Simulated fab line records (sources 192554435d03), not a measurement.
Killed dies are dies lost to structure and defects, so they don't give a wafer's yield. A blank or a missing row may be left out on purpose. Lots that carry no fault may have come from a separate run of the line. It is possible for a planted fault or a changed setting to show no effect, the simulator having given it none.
Chamber matching / flow n5Finfet / pecvd-01 running N5_BEOL_M8_ILD_DEP_00: 3 sister chambers
The step deposits SiCOH lowk from DEMS/porogen, target thk 179.75 nm, time 33.4 s. 20 wafers are shown with their chamber, then 10 later ones without.

== WAFERS WITH THEIR CHAMBER ==
wafer=L076.1; chamber=1; throttleValvePct (%)=13.5; heaterPowerW (W)=404; showerheadPlenumPTorr (Torr)=5.761
wafer=L076.4; chamber=1; throttleValvePct (%)=13.6; heaterPowerW (W)=405; showerheadPlenumPTorr (Torr)=5.745
wafer=L076.6; chamber=2; throttleValvePct (%)=12.3; heaterPowerW (W)=317; showerheadPlenumPTorr (Torr)=5.753
wafer=L079.3; chamber=1; throttleValvePct (%)=13.7; heaterPowerW (W)=375; showerheadPlenumPTorr (Torr)=5.752
wafer=L079.4; chamber=2; throttleValvePct (%)=12.5; heaterPowerW (W)=324; showerheadPlenumPTorr (Torr)=5.761
wafer=L079.6; chamber=2; throttleValvePct (%)=12.5; heaterPowerW (W)=335; showerheadPlenumPTorr (Torr)=5.780
wafer=L081.1; chamber=1; throttleValvePct (%)=13.7; heaterPowerW (W)=369; showerheadPlenumPTorr (Torr)=5.728
wafer=L081.5; chamber=0; throttleValvePct (%)=13.6; heaterPowerW (W)=305; showerheadPlenumPTorr (Torr)=5.741
wafer=L081.6; chamber=2; throttleValvePct (%)=12.6; heaterPowerW (W)=309; showerheadPlenumPTorr (Torr)=5.776
wafer=L088.1; chamber=0; throttleValvePct (%)=13.6; heaterPowerW (W)=350; showerheadPlenumPTorr (Torr)=5.764
wafer=L088.3; chamber=1; throttleValvePct (%)=13.9; heaterPowerW (W)=386; showerheadPlenumPTorr (Torr)=5.756
wafer=L088.4; chamber=2; throttleValvePct (%)=12.4; heaterPowerW (W)=326; showerheadPlenumPTorr (Torr)=5.769
wafer=L087.1; chamber=0; throttleValvePct (%)=13.6; heaterPowerW (W)=364; showerheadPlenumPTorr (Torr)=5.767
wafer=L087.4; chamber=2; throttleValvePct (%)=12.4; heaterPowerW (W)=293; showerheadPlenumPTorr (Torr)=5.752
wafer=L087.5; chamber=1; throttleValvePct (%)=13.5; heaterPowerW (W)=394; showerheadPlenumPTorr (Torr)=5.752
wafer=L089.1; chamber=0; throttleValvePct (%)=13.5; heaterPowerW (W)=300; showerheadPlenumPTorr (Torr)=5.753
wafer=L089.4; chamber=1; throttleValvePct (%)=13.6; heaterPowerW (W)=364; showerheadPlenumPTorr (Torr)=5.751
wafer=L089.5; chamber=2; throttleValvePct (%)=12.6; heaterPowerW (W)=345; showerheadPlenumPTorr (Torr)=5.766
wafer=L090.1; chamber=1; throttleValvePct (%)=13.8; heaterPowerW (W)=382; showerheadPlenumPTorr (Torr)=5.735
wafer=L090.2; chamber=0; throttleValvePct (%)=13.6; heaterPowerW (W)=319; showerheadPlenumPTorr (Torr)=5.777

SIGNATURES, as means of the wafers listed above
reading=throttleValvePct; chamber 0=13.580; chamber 1=13.662; chamber 2=12.471; scatter within a chamber=0.114
reading=heaterPowerW; chamber 0=327.60; chamber 1=384.88; chamber 2=321.29; scatter within a chamber=19.7
reading=showerheadPlenumPTorr; chamber 0=5.76040; chamber 1=5.74750; chamber 2=5.76529; scatter within a chamber=0.0116
Rule: a wafer lies at a distance from a chamber equal to the root of the sum of squares, over the readings, of (its reading less the chamber's mean, divided by the reading's scatter). The wafer belongs to the nearest chamber; if the next one is less than 2 further off, it can't be placed. How the scatter is found: for the shown wafers, subtract from each reading the mean of its chamber, square and add these, divide the total by (wafers less chambers), then take the root.

== WAFERS WHOSE CHAMBER IS MISSING ==
wafer=L090.5; throttleValvePct (%)=13.9; heaterPowerW (W)=399; showerheadPlenumPTorr (Torr)=5.739
wafer=L091.2; throttleValvePct (%)=13.8; heaterPowerW (W)=352; showerheadPlenumPTorr (Torr)=5.725
wafer=L091.3; throttleValvePct (%)=12.6; heaterPowerW (W)=326; showerheadPlenumPTorr (Torr)=5.761
wafer=L091.6; throttleValvePct (%)=13.4; heaterPowerW (W)=327; showerheadPlenumPTorr (Torr)=5.769
wafer=L093.1; throttleValvePct (%)=12.5; heaterPowerW (W)=286; showerheadPlenumPTorr (Torr)=5.763
wafer=L093.3; throttleValvePct (%)=14.0; heaterPowerW (W)=389; showerheadPlenumPTorr (Torr)=5.746
wafer=L093.6; throttleValvePct (%)=13.5; heaterPowerW (W)=313; showerheadPlenumPTorr (Torr)=5.753
wafer=L095.1; throttleValvePct (%)=13.7; heaterPowerW (W)=385; showerheadPlenumPTorr (Torr)=5.737
wafer=L095.3; throttleValvePct (%)=13.8; heaterPowerW (W)=350; showerheadPlenumPTorr (Torr)=5.759
wafer=L095.4; throttleValvePct (%)=13.5; heaterPowerW (W)=356; showerheadPlenumPTorr (Torr)=5.762

== EACH ONE'S CHAMBER ==
wafer=L090.5; from the rows above=1; in truth=1
wafer=L091.2; from the rows above=can't be placed: 1 or 0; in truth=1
wafer=L091.3; from the rows above=2; in truth=2
wafer=L091.6; from the rows above=0; in truth=0
wafer=L093.1; from the rows above=2; in truth=2
wafer=L093.3; from the rows above=1; in truth=1
wafer=L093.6; from the rows above=0; in truth=0
wafer=L095.1; from the rows above=1; in truth=1
wafer=L095.3; from the rows above=can't be placed: 0 or 1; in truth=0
wafer=L095.4; from the rows above=can't be placed: 0 or 1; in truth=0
7 of 10 placed correctly. These rows do not allow placing 3 (true chamber among the candidates in 3). 0 placed wrongly.
